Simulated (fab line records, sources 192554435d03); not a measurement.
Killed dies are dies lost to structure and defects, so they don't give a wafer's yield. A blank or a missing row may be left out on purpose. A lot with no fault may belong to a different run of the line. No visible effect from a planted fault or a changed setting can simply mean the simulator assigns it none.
fab line records -- flow n5_finfet
record lots=11, wafers=33, last_day=17
route steps=1938 shown BEOL_M8@1392 BEOL_M9@1401 PASSIVATION@1936
lots that met no fault: from a run of the same line without faults
start_h: start of the lot's first displayed wafer, in hours after the record's first day -- wait_h: time in hours since the lot's previous step -- " the same as in the row above -- L1.1+2: one row covering several wafers at once -- - either no value or no given start -- * or withheld: withheld -- < > ~ a bound
route shown NAME@n: NAME is a module with steps in the file, n the number in the route of the first one -- usual: the fault-free wafers' mean and standard deviation -- same: alike in all rows -- chamber/n: place in a boat -- sites: each site's reading -- _std_site: the standard deviation of these -- _edge_site: outer sites' mean less inner sites' -- radius_mm: how far each site lies from the wafer's centre -- mask NAME#n: copy n -- behind: the most recent tool/chamber to have shaped the wafer -- hold: why the lot was held/for how many hours/how that ended -- device: whichever transistor did not switch (one of n, p or np) -- end of line: the same wafers' tests at the end of the route -- a step with no rows: only its recipe -- killed: dies that structure and defects cost at the first sort, which is not the same as the wafer's yield -- map: a wafer's dies, x killed, . not, _ none there
set.NAME: the setting the step ran with; set.NAME@STEP: the setting that earlier step ran with -- model.NAME: the simulator's own value behind a step, which no gauge read
steps of the route over a sample of lots; a table a step, a row a wafer
services: when a tool's chamber went out of use (start_h, in hours from the record's first day, below 0 if earlier), for how many hours, and the reason
## steps
# step N5_BEOL_M8_SPUTTER_48
# recipe material=Cu, target_thk_a=100, temp_c=-20, bias_v=60, power_w=26000, chamber_pressure_pa=0.13, time_s=1.667
# usual throttle_valve_pct=30.0/1.5
# same time_s=1.667
lot.wafer,tool,chamber,start_h,wait_h,throttle_valve_pct
L305.3,pvd_sputter-03,-,203.86,0.2,28.2
L305.4,pvd_sputter-03,-,203.86,0.2,29.7
L305.5,pvd_sputter-03,-,203.86,0.2,32.7
L308.1,pvd_sputter-02,-,223.63,0.1,30.5
L308.4,pvd_sputter-02,-,223.63,0.1,31.6
L308.5,pvd_sputter-02,-,223.63,0.1,30.5
L310.1,pvd_sputter-03,-,229.45,0.2,32.5
L310.2,pvd_sputter-03,-,229.45,0.2,29.9
L310.3,pvd_sputter-03,-,229.45,0.2,28.7
L311.2,pvd_sputter-01,-,235.35,0.2,31.0
L311.5,pvd_sputter-01,-,235.35,0.2,30.7
L311.6,pvd_sputter-01,-,235.35,0.2,29.1
L314.1,pvd_sputter-01,-,253.97,0.2,29.2
L314.3,pvd_sputter-01,-,253.97,0.2,30.8
L314.4,pvd_sputter-01,-,253.97,0.2,30.6
L313.2,pvd_sputter-01,-,254.37,0.1,27.5
L313.3,pvd_sputter-01,-,254.37,0.1,30.6
L313.5,pvd_sputter-01,-,254.37,0.1,27.3
L315.2,pvd_sputter-03,-,260.28,0.6,32.6
L315.3,pvd_sputter-03,-,260.28,0.6,29.9
L315.4,pvd_sputter-03,-,260.28,0.6,28.1
L320.1,pvd_sputter-02,-,289.91,0.1,29.4
L320.2,pvd_sputter-02,-,289.91,0.1,30.2
L320.3,pvd_sputter-02,-,289.91,0.1,31.6
L321.1,pvd_sputter-03,-,292.10,0.1,28.8
L321.2,pvd_sputter-03,-,292.10,0.1,32.4
L321.3,pvd_sputter-03,-,292.10,0.1,29.6
L326.1,pvd_sputter-03,-,330.87,0.1,28.0
L326.3,pvd_sputter-03,-,330.87,0.1,30.0
L326.4,pvd_sputter-03,-,330.87,0.1,32.4
L328.3,pvd_sputter-03,-,345.85,0.2,27.9
L328.5,pvd_sputter-03,-,345.85,0.2,28.5
L328.6,pvd_sputter-03,-,345.85,0.2,30.2
# step N5_BEOL_M8_CMP_52
# recipe stop_on=SiCOH_lowk, t_overpolish_s=6.9, down_force_psi=1, platen_rpm=50, clearing_platen_down_force_psi=1.5, clearing_platen_rpm=50, post_cmp_clean=cu_alkaline, target_thk_nm=80, clearing_platen_pad_velocity_m_s=0.99484, pad_velocity_m_s=0.99484
# usual barrier_field_endpoint_s=28.8/0.93, head_pressure_psi=1.0000/0.0022, motor_current_A=6.0/0.69, overpolish_run_s=6.901/0.0089, time_to_endpoint_s=62/4.2
lot.wafer,tool,chamber,start_h,wait_h,barrier_field_endpoint_s,head_pressure_psi,motor_current_A,overpolish_run_s,time_to_endpoint_s
L305.4,cmp-04,2,204.79,0.1,30.1,1.0025,5.9,6.904,66
L305.3,cmp-04,1,204.79,0.1,28.6,0.9971,6.9,6.904,61
L305.5,cmp-04,2,204.79,0.1,30.4,0.9995,5.9,6.910,68
L308.1,cmp-03,3,224.29,0.3,27.9,0.9989,5.2,6.892,61
L308.4,cmp-03,0,224.29,0.3,27.3,1.0023,5.8,6.898,55
L308.5,cmp-03,2,224.29,0.3,28.8,1.0012,6.9,6.906,65
L310.1,cmp-04,3,230.08,0.4,29.7,0.9997,6.4,6.902,60
L310.3,cmp-04,0,230.08,0.4,29.6,1.0006,6.2,6.910,67
L310.2,cmp-04,2,230.08,0.4,29.3,0.9972,6.1,6.892,65
L311.2,cmp-04,0,236.13,0.3,29.0,1.0007,6.6,6.903,61
L311.5,cmp-04,1,236.13,0.3,28.7,0.9975,7.2,6.910,59
L311.6,cmp-04,2,236.13,0.3,29.6,0.9992,5.9,6.898,62
L314.4,cmp-01,3,254.64,0.1,28.4,1.0020,6.3,6.897,58
L314.3,cmp-01,0,254.64,0.1,30.8,0.9996,5.6,6.911,68
L314.1,cmp-01,1,254.64,0.1,29.1,1.0026,5.8,6.901,66
L313.2,cmp-04,0,254.92,0.2,27.8,1.0036,6.4,6.902,59
L313.3,cmp-04,1,254.92,0.2,28.5,1.0023,6.8,6.898,59
L313.5,cmp-04,3,254.92,0.2,27.8,0.9985,6.6,6.900,57
L315.3,cmp-01,3,260.84,0.2,28.2,0.9993,6.2,6.901,59
L315.2,cmp-01,0,260.84,0.2,30.2,1.0009,5.4,6.897,69
L315.4,cmp-01,1,260.84,0.2,30.6,1.0012,5.9,6.906,65
L320.3,cmp-03,3,291.96,0.2,28.8,0.9972,5.1,6.911,64
L320.2,cmp-03,0,291.96,0.2,27.8,0.9995,5.5,6.906,58
L320.1,cmp-03,2,291.96,0.2,29.5,0.9984,7.1,6.885,69
L321.3,cmp-01,3,292.65,0.2,28.9,1.0017,6.9,6.901,62
L321.1,cmp-01,0,292.65,0.2,30.2,0.9992,5.7,6.885,71
L321.2,cmp-01,1,292.65,0.2,29.5,1.0000,5.9,6.911,65
L326.1,cmp-03,2,331.40,0.3,29.9,1.0080,7.3,6.894,66
L326.4,cmp-03,0,331.40,0.3,27.9,0.9995,5.4,6.890,55
L326.3,cmp-03,1,331.40,0.3,27.6,0.9989,5.8,6.902,60
L328.3,cmp-03,1,346.39,0.2,27.5,1.0003,5.5,6.904,60
L328.5,cmp-03,0,346.39,0.2,27.0,1.0007,5.7,6.877,57
L328.6,cmp-03,1,346.39,0.2,27.8,0.9972,5.8,6.893,60
# step N5_BEOL_M8_RS_MEAS_57
# recipe thk_meas_gauge=four-point-probe, reads=Cu_of_BEOL_M8_ECD_50+Co_of_BEOL_M8_CVD_78+TaN_of_BEOL_M8_ALD_77
# usual M8_RS=0.287/0.009
lot.wafer,tool,chamber,start_h,wait_h,M8_RS[ohm/sq]
L305.3,film_metro-02,-,205.22,0.1,0.278
L305.4,film_metro-02,-,205.22,0.1,0.278
L305.5,film_metro-02,-,205.22,0.1,0.273
L308.1,film_metro-02,-,224.71,0.1,0.303
L308.4,film_metro-02,-,224.71,0.1,0.299
L308.5,film_metro-02,-,224.71,0.1,0.273
L310.1,film_metro-02,-,230.54,0.1,0.288
L310.2,film_metro-02,-,230.54,0.1,0.288
L310.3,film_metro-02,-,230.54,0.1,0.287
L311.2,film_metro-01,-,236.45,0.1,0.292
L311.5,film_metro-01,-,236.45,0.1,0.287
L311.6,film_metro-01,-,236.45,0.1,0.296
L314.1,film_metro-02,-,255.07,0.1,0.279
L314.3,film_metro-02,-,255.07,0.1,0.280
L314.4,film_metro-02,-,255.07,0.1,0.295
L313.2,film_metro-02,-,255.30,0.1,0.291
L313.3,film_metro-02,-,255.30,0.1,0.300
L313.5,film_metro-02,-,255.30,0.1,0.299
L315.2,film_metro-01,-,261.23,0.1,0.267
L315.3,film_metro-01,-,261.23,0.1,0.290
L315.4,film_metro-01,-,261.23,0.1,0.286
L320.1,film_metro-02,-,292.40,0.1,0.281
L320.2,film_metro-02,-,292.40,0.1,0.298
L320.3,film_metro-02,-,292.40,0.1,0.289
L321.1,film_metro-01,-,293.04,0.1,0.278
L321.2,film_metro-01,-,293.04,0.1,0.289
L321.3,film_metro-01,-,293.04,0.1,0.286
L326.1,film_metro-01,-,331.82,0.1,0.285
L326.3,film_metro-01,-,331.82,0.1,0.267
L326.4,film_metro-01,-,331.82,0.1,0.302
L328.3,film_metro-01,-,346.78,0.1,0.301
L328.5,film_metro-01,-,346.78,0.1,0.309
L328.6,film_metro-01,-,346.78,0.1,0.297
# step N5_BEOL_M9_ILD_DEP_00
# recipe material=SiCOH_lowk, target_thk_a=3085.1, temp_c=300, precursor=DEMS/porogen, pressure_torr=5, rf_w=500, time_s=58
# usual heater_power_w=300/35, showerhead_plenum_p_Torr=5.734/0.017, susceptor_temp_C=300.02/0.18, throttle_valve_pct=13.4/0.97
# same time_s=58
lot.wafer,tool,chamber,start_h,wait_h,heater_power_w,showerhead_plenum_p_Torr,susceptor_temp_C,throttle_valve_pct
L305.3,pecvd-01,0,205.28,0.0,313,5.756,300.16,13.8
L305.4,pecvd-01,2,205.28,0.0,360,5.725,299.60,13.9
L305.5,pecvd-01,0,205.28,0.0,311,5.756,300.30,13.7
L308.1,pecvd-01,0,224.78,0.0,268,5.756,300.01,13.8
L308.4,pecvd-01,2,224.78,0.0,358,5.719,300.10,13.7
L308.5,pecvd-01,1,224.78,0.0,289,5.729,299.76,13.5
L310.1,pecvd-01,2,230.60,0.0,337,5.711,300.25,13.7
L310.2,pecvd-01,0,230.60,0.0,259,5.758,300.07,13.8
L310.3,pecvd-01,1,230.60,0.0,310,5.723,299.99,13.1
L311.2,pecvd-02,0,236.51,0.0,295,5.729,300.21,14.0
L311.5,pecvd-02,1,236.51,0.0,291,5.755,299.90,13.9
L311.6,pecvd-02,0,236.51,0.0,300,5.750,300.08,13.6
L314.1,pecvd-03,1,255.13,0.0,264,5.734,300.16,15.1
L314.3,pecvd-03,0,255.13,0.0,328,5.712,299.69,12.5
L314.4,pecvd-03,1,255.13,0.0,276,5.711,299.94,15.0
L313.2,pecvd-02,2,255.37,0.0,359,5.733,299.94,12.7
L313.3,pecvd-02,2,255.37,0.0,363,5.731,299.92,13.0
L313.5,pecvd-02,1,255.37,0.0,304,5.748,299.74,13.6
L315.2,pecvd-03,1,261.29,0.0,311,5.740,300.38,15.3
L315.3,pecvd-03,1,261.29,0.0,313,5.724,299.90,15.0
L315.4,pecvd-03,2,261.29,0.0,246,5.724,300.13,12.0
L320.1,pecvd-02,0,292.46,0.0,295,5.744,302.22,11.8
L320.2,pecvd-02,1,292.46,0.0,240,5.745,302.12,13.9
L320.3,pecvd-02,2,292.46,0.0,351,5.728,302.39,12.8
L321.1,pecvd-02,2,293.11,0.0,332,5.732,302.28,13.0
L321.2,pecvd-02,1,293.11,0.0,282,5.741,302.48,14.1
L321.3,pecvd-02,0,293.11,0.0,282,5.741,302.42,11.8
L326.1,pecvd-03,2,331.89,0.0,290,5.724,300.14,11.8
L326.3,pecvd-03,1,331.89,0.0,266,5.705,300.01,15.5
L326.4,pecvd-03,2,331.89,0.0,293,5.738,299.99,11.9
L328.3,pecvd-01,1,346.87,0.1,323,5.717,299.96,13.2
L328.5,pecvd-01,1,346.87,0.1,255,5.719,300.00,13.1
L328.6,pecvd-01,0,346.87,0.1,261,5.762,299.88,13.7
# step N5_PASSIVATION_PROBE_49
# usual defect_limited_yield=91.0/1.4, killed_at_M0_to_M3=36/11, killed_at_M4_up=13/5.4, killed_at_contacts=12/6.4, killed_at_front_end=41/13, killed_at_other=2.9/2.3, killed_dies=106/17, killed_open=70/12, killed_short=34/8.4, sort_bin_4_leakage=0.01/0.057, sort_bin_5_function=5.2/1, sort_bin_6_memory=3.4/0.63, sort_n_pass=1074/18, sort_yield_pct=91.0/1.6
# same gross_dies=1180, killed_at_back_side=0, sort_bin_8_speed[%]=0
lot.wafer,tool,chamber,start_h,wait_h,defect_limited_yield[%],killed_at_M0_to_M3,killed_at_M4_up,killed_at_contacts,killed_at_front_end,killed_at_other,killed_dies,killed_open,killed_short,sort_bin_4_leakage[%],sort_bin_5_function[%],sort_bin_6_memory[%],sort_n_pass,sort_yield_pct[%]
L305.3,prober-02,-,269.09,0.1,91.1,41,15,1,44,4,105,63,39,0.08,4.8,3.2,1074,91.0
L305.4,prober-02,-,269.14,0.2,89.2,25,10,10,76,7,128,67,53,0,5.9,3.9,1052,89.2
L305.5,prober-02,-,269.19,0.2,90.8,41,17,12,34,4,108,71,37,0,5.0,3.6,1072,90.8
L308.1,prober-01,-,287.66,0.0,90.8,35,14,6,52,2,109,69,32,0,5.0,3.4,1071,90.8
L308.4,prober-01,-,287.81,0.2,91.9,31,13,12,39,1,96,60,35,0,3.6,4.1,1084,91.9
L308.5,prober-01,-,287.86,0.2,89.7,49,21,6,43,2,121,73,39,0,5.6,3.8,1059,89.7
L311.2,prober-02,-,306.69,0.1,92.8,35,9,4,33,4,85,62,23,0,4.0,3.1,1095,92.8
L311.5,prober-02,-,306.84,0.2,91.9,37,10,12,33,3,95,63,32,0,4.8,2.9,1085,91.9
L311.6,prober-02,-,306.89,0.3,91.4,38,18,11,34,1,102,67,35,0,4.8,3.3,1078,91.4
L313.2,prober-02,-,319.33,0.1,92.0,27,13,7,45,2,94,61,32,0,5.1,2.6,1086,92.0
L313.3,prober-02,-,319.38,0.1,91.1,24,8,13,59,1,105,74,31,0,5.6,3.0,1075,91.1
L313.5,prober-02,-,319.48,0.2,89.6,29,13,11,67,3,123,71,52,0,6.8,3.4,1057,89.6
L314.1,prober-02,-,322.86,0.0,90.8,39,7,14,47,2,109,70,39,0,4.6,4.3,1071,90.8
L314.3,prober-02,-,322.96,0.1,92.0,34,3,16,36,5,94,57,36,0,4.0,3.9,1086,92.0
L314.4,prober-02,-,323.01,0.2,93.5,20,7,15,26,9,77,49,27,0,4.2,2.2,1103,93.5
L315.2,prober-01,-,323.73,0.1,92.2,34,16,11,31,0,92,64,26,0,4.5,3.0,1088,92.2
L315.3,prober-01,-,323.78,0.1,92.7,26,16,3,38,3,86,53,29,0,4.3,2.7,1094,92.7
L315.4,prober-01,-,323.83,0.2,93.8,18,19,13,19,4,73,56,15,0,3.1,3.1,1107,93.8
L321.1,prober-01,-,355.82,0.0,89.7,38,15,11,57,0,121,77,37,0,5.1,4.3,1059,89.7
L321.3,prober-01,-,355.92,0.1,94.7,13,12,7,29,1,62,48,14,0,3.0,2.1,1118,94.7
L320.1,prober-01,-,360.00,0.0,91.4,41,6,6,48,0,101,56,39,0,5.1,2.9,1079,91.4
L320.2,prober-01,-,360.05,0.1,90.4,26,15,5,66,1,113,58,43,0,4.9,3.8,1067,90.4
L320.3,prober-01,-,360.10,0.1,90.8,47,3,11,46,1,108,62,36,0,5.2,3.1,1072,90.8
# killed by level:class
L305.3 BEOL_M3:geometric_particle:open=18 FIN_SAQP:geometric_particle:open=10 FIN_SAQP:geometric_particle:short=9 BEOL_M2:geometric_particle:short=7 STI_FIN_REVEAL:geometric_particle:open=4 BEOL_M1:geometric_particle:open=4 STARTING-WAFER:geometric_particle:short=4 BEOL_M3:geometric_particle:short=4
L305.4 STI_FIN_REVEAL:geometric_particle:open=21 FIN_SAQP:geometric_particle:short=19 FIN_SAQP:geometric_particle:open=9 MOL_CONTACT_COAG:geometric_particle:open=9 HKMG_FIN:area_etch=8 GATE_CUT:geometric_particle:short=7 BEOL_M0_SAQP:geometric_particle:open=6 BEOL_M4:geometric_particle:open=6
L305.5 BEOL_M3:geometric_particle:open=14 MOL_CONTACT_COAG:geometric_particle:open=10 FIN_SAQP:geometric_particle:short=8 BEOL_M1:geometric_particle:open=8 GATE_CUT:geometric_particle:short=6 FIN_SAQP:geometric_particle:open=5 STI_FIN_REVEAL:geometric_particle:open=5 BEOL_M2:geometric_particle:short=5
L308.1 FIN_SAQP:geometric_particle:open=18 BEOL_M0_SAQP:geometric_particle:open=12 FIN_SAQP:geometric_particle:short=10 BEOL_M0_SAQP:geometric_particle:short=9 BEOL_M4:geometric_particle:open=6 HKMG_FIN:area_etch=6 BEOL_M2:geometric_particle:open=5 BEOL_M5:geometric_particle:open=5
L308.4 BEOL_M0_SAQP:geometric_particle:short=14 MOL_CONTACT_COAG:geometric_particle:open=11 BEOL_M0_SAQP:geometric_particle:open=11 FIN_SAQP:geometric_particle:open=10 DUMMY_GATE:geometric_particle:open=8 FIN_SAQP:geometric_particle:short=6 STARTING-WAFER:geometric_particle:short=4 BEOL_M0:geometric_particle:open=3
L308.5 BEOL_M0_SAQP:geometric_particle:open=19 BEOL_M0_SAQP:geometric_particle:short=18 FIN_SAQP:geometric_particle:open=13 BEOL_M4:geometric_particle:open=10 FIN_SAQP:geometric_particle:short=7 HKMG_FIN:area_etch=7 MOL_CONTACT_COAG:geometric_particle:open=5 STARTING-WAFER:geometric_particle:open=4
L311.2 BEOL_M3:geometric_particle:open=19 FIN_SAQP:geometric_particle:open=10 GATE_CUT:geometric_particle:short=8 BEOL_M1:geometric_particle:open=4 BEOL_M3:geometric_particle:short=4 BEOL_M4:geometric_particle:open=4 GATE_CUT:geometric_particle:open=3 MOL_CONTACT_COAG:geometric_particle:open=3
L311.5 FIN_SAQP:geometric_particle:open=11 BEOL_M3:geometric_particle:open=11 BEOL_M0_SAQP:geometric_particle:open=10 MOL_CONTACT_COAG:geometric_particle:open=9 BEOL_M0_SAQP:geometric_particle:short=7 BEOL_M4:geometric_particle:open=6 FIN_SAQP:geometric_particle:short=5 STI_FIN_REVEAL:geometric_particle:open=5
L311.6 BEOL_M0_SAQP:geometric_particle:short=10 BEOL_M0_SAQP:geometric_particle:open=9 MOL_CONTACT_COAG:geometric_particle:open=8 BEOL_M4:geometric_particle:open=8 BEOL_M3:geometric_particle:open=6 FIN_SAQP:geometric_particle:open=5 GATE_CUT:geometric_particle:open=5 STARTING-WAFER:geometric_particle:open=5
L313.2 STI_FIN_REVEAL:geometric_particle:open=16 BEOL_M1:geometric_particle:open=7 MOL_CONTACT_COAG:geometric_particle:open=5 BEOL_M3:geometric_particle:open=5 FIN_SAQP:geometric_particle:short=4 FIN_SAQP:geometric_particle:open=4 BEOL_M0_SAQP:geometric_particle:short=4 BEOL_M0:geometric_particle:open=4
L313.3 STI_FIN_REVEAL:geometric_particle:open=19 FIN_SAQP:geometric_particle:short=14 FIN_SAQP:geometric_particle:open=12 MOL_CONTACT_COAG:geometric_particle:open=12 BEOL_M1:geometric_particle:open=8 BEOL_M0:geometric_particle:open=5 GATE_CUT:geometric_particle:open=4 BEOL_M0_SAQP:geometric_particle:short=4
L313.5 FIN_SAQP:geometric_particle:short=21 STI_FIN_REVEAL:geometric_particle:open=15 FIN_SAQP:geometric_particle:open=13 MOL_CONTACT_COAG:geometric_particle:open=9 BEOL_M4:geometric_particle:open=8 BEOL_M1:geometric_particle:short=6 ILD0:geometric_particle:short=5 STI_FIN_REVEAL:geometric_particle:short=5
L314.1 BEOL_M0_SAQP:geometric_particle:short=16 MOL_CONTACT_COAG:geometric_particle:open=14 DUMMY_GATE:geometric_particle:open=12 STI_FIN_REVEAL:geometric_particle:open=10 BEOL_M0_SAQP:geometric_particle:open=8 FIN_SAQP:geometric_particle:short=7 FIN_SAQP:geometric_particle:open=6 BEOL_M1:geometric_particle:open=6
L314.3 STI_FIN_REVEAL:geometric_particle:open=16 MOL_CONTACT_COAG:geometric_particle:open=13 BEOL_M2:geometric_particle:open=10 BEOL_M0_SAQP:geometric_particle:short=8 BEOL_M1:geometric_particle:short=4 FIN_SAQP:geometric_particle:open=3 STI_FIN_REVEAL:geometric_particle:short=3 DUMMY_GATE:geometric_particle:open=3
L314.4 MOL_CONTACT_COAG:geometric_particle:open=9 STI_FIN_REVEAL:geometric_particle:open=6 MOL_CONTACT_COAG:geometric_particle:short=6 BEOL_M1:geometric_particle:open=6 STARTING-WAFER:geometric_particle:short=6 BEOL_M0_SAQP:geometric_particle:short=5 DUMMY_GATE:geometric_particle:open=4 BEOL_M3:geometric_particle:open=4
L315.2 MOL_CONTACT_COAG:geometric_particle:open=9 STI_FIN_REVEAL:geometric_particle:open=9 BEOL_M0_SAQP:geometric_particle:open=9 BEOL_M1:geometric_particle:open=8 BEOL_M3:geometric_particle:open=6 DUMMY_GATE:geometric_particle:open=5 BEOL_M4:geometric_particle:open=5 STI_FIN_REVEAL:geometric_particle:short=4
L315.3 FIN_SAQP:geometric_particle:short=7 STI_FIN_REVEAL:geometric_particle:open=7 BEOL_M3:geometric_particle:open=7 BEOL_M5:geometric_particle:open=6 BEOL_M0_SAQP:geometric_particle:open=5 BEOL_M0:geometric_particle:open=5 STARTING-WAFER:geometric_particle:short=5 FIN_SAQP:geometric_particle:open=4
L315.4 MOL_CONTACT_COAG:geometric_particle:open=11 BEOL_M4:geometric_particle:open=8 BEOL_M1:geometric_particle:open=5 BEOL_M0_SAQP:geometric_particle:open=5 BEOL_M3:geometric_particle:open=5 STARTING-WAFER:geometric_particle:open=4 GATE_CUT:geometric_particle:short=3 STARTING-WAFER:geometric_particle:short=3
L321.1 FIN_SAQP:geometric_particle:open=18 FIN_SAQP:geometric_particle:short=12 BEOL_M3:geometric_particle:open=10 BEOL_M0_SAQP:geometric_particle:open=9 BEOL_M4:geometric_particle:open=9 MOL_CONTACT_COAG:geometric_particle:open=8 HKMG_FIN:area_etch=6 BEOL_M3:geometric_particle:short=4
L321.3 FIN_SAQP:geometric_particle:open=10 MOL_CONTACT_COAG:geometric_particle:open=7 STI_FIN_REVEAL:geometric_particle:open=5 BEOL_M4:geometric_particle:open=5 STARTING-WAFER:geometric_particle:short=5 FIN_SAQP:geometric_particle:short=4 BEOL_M3:geometric_particle:open=4 BEOL_M8:geometric_particle:open=4
L320.1 FIN_SAQP:geometric_particle:short=12 BEOL_M1:geometric_particle:open=11 STI_FIN_REVEAL:geometric_particle:open=10 FIN_SAQP:geometric_particle:open=7 BEOL_M0_SAQP:geometric_particle:short=6 BEOL_M0:geometric_particle:open=5 HKMG_FIN:area_etch=5 GATE_CUT:geometric_particle:short=4
L320.2 FIN_SAQP:geometric_particle:open=17 FIN_SAQP:geometric_particle:short=16 HKMG_FIN:area_etch=8 STI_FIN_REVEAL:geometric_particle:open=7 BEOL_M1:geometric_particle:open=6 BEOL_M4:geometric_particle:open=6 BEOL_M1:geometric_particle:short=5 BEOL_M3:geometric_particle:open=5
L320.3 FIN_SAQP:geometric_particle:short=11 BEOL_M0_SAQP:geometric_particle:open=11 STI_FIN_REVEAL:geometric_particle:open=10 MOL_CONTACT_COAG:geometric_particle:open=8 BEOL_M0_SAQP:geometric_particle:short=8 HKMG_FIN:area_etch=8 BEOL_M0:geometric_particle:open=7 FIN_SAQP:geometric_particle:open=5
## services
tool,chamber,start_h,hours,kind
cmp-03,-,185.35,0.9,repair
cmp-01,-,187.27,3.2,repair
pecvd-02,0,195.57,5.0,scheduled_down
cmp-03,-,198.21,4.0,pm
pecvd-02,-,199.25,2.6,repair
cmp-03,-,202.21,-,consumable_replace:conditioner
cmp-03,-,202.21,-,consumable_replace:pad
pecvd-01,1,210.15,2.1,scheduled_down
pecvd-02,1,222.78,5.5,scheduled_down
cmp-01,-,234.30,2.1,repair
cmp-03,-,242.22,1.0,repair
pecvd-01,0,242.40,11.1,repair
pecvd-02,-,251.82,2.8,pm
pecvd-02,0,255.27,3.5,repair
pecvd-01,0,256.65,5.5,scheduled_down
pecvd-03,0,257.05,18.5,repair
pecvd-01,2,262.11,5.5,scheduled_down
pecvd-01,-,267.73,1.8,repair
pecvd-01,2,295.07,2.1,scheduled_down
cmp-01,-,310.03,2.4,repair
cmp-01,-,313.14,4.4,pm
cmp-04,-,329.05,4.0,pm
pecvd-01,1,332.46,5.5,scheduled_down
cmp-04,-,333.05,-,consumable_replace:conditioner
## key
first_sign step=N5_BEOL_M9_ILD_DEP_00, reading=susceptor_temp_C, direction=up, sigmas=13, usual=*, struck=*
effect none on later readings
met_at N5_BEOL_M9_ILD_DEP_00
struck_lots L320,L321
not_acting_at N5_BEOL_M8_SPUTTER_48,N5_BEOL_M8_CMP_52,N5_BEOL_M8_RS_MEAS_57
onset_between 255.37 292.46
fault kind=process_parameter_drift, tool=pecvd-02, chamber=-, onset_h=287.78, steps=N5_BEOL_M9_ILD_DEP_00, channel=temp_c, offset=*, shape=step, end_h=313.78, acts_in=*, stated=*
